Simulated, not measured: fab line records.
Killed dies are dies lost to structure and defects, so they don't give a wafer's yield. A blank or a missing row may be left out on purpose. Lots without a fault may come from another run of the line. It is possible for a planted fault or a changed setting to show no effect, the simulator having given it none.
Chamber matching	flow nandHarc	NHARC_P_GATE_STRIP_108 on rieDiel-08 has 4 sister chambers
The step strips in O2. 8 wafers are shown with their chamber, then 7 later ones without.

EACH WAFER AND ITS CHAMBER
wafer	chamber	showerheadPlenumPTorr (Torr)	drypumpMotorCurrentA (A)
L687.3	1	3.35	6.5
L692.6	3	3.51	6.0
L701.4	2	3.30	6.1
L702.3	1	3.34	6.5
L702.4	0	3.34	5.9
L702.5	3	3.49	6.1
L703.1	0	3.34	5.8
L703.3	2	3.30	6.1

WAFERS WITHOUT THEIR CHAMBER
wafer	showerheadPlenumPTorr (Torr)	drypumpMotorCurrentA (A)
L703.5	3.30	6.1
L705.1	3.29	6.1
L705.2	3.34	6.5
L705.6	3.34	5.8
L707.1	3.34	5.8
L707.3	3.49	6.0
L707.6	3.34	5.8

THE CHAMBER EACH PASSED THROUGH
wafer	from the rows above	in truth
L703.5	2	2
L705.1	2	2
L705.2	1	1
L705.6	0	0
L707.1	0	0
L707.3	3	3
L707.6	0	0
7 of 7 placed correctly. Number that these rows cannot place: 0. Wrongly placed: 0.
How it was worked out, from the rows above alone: a wafer's distance from a chamber is the root of the sum, over the readings, of the square of ((its reading less the chamber's mean) divided by the reading's scatter). The wafer belongs to the nearest chamber; if the next one is less than 2 further off, it can't be placed. The mean given for a chamber averages the wafers shown for that chamber. The scatter: the root of (the sum of the squares of (reading less its chamber's mean) over the shown wafers, divided by (wafers less chambers)).
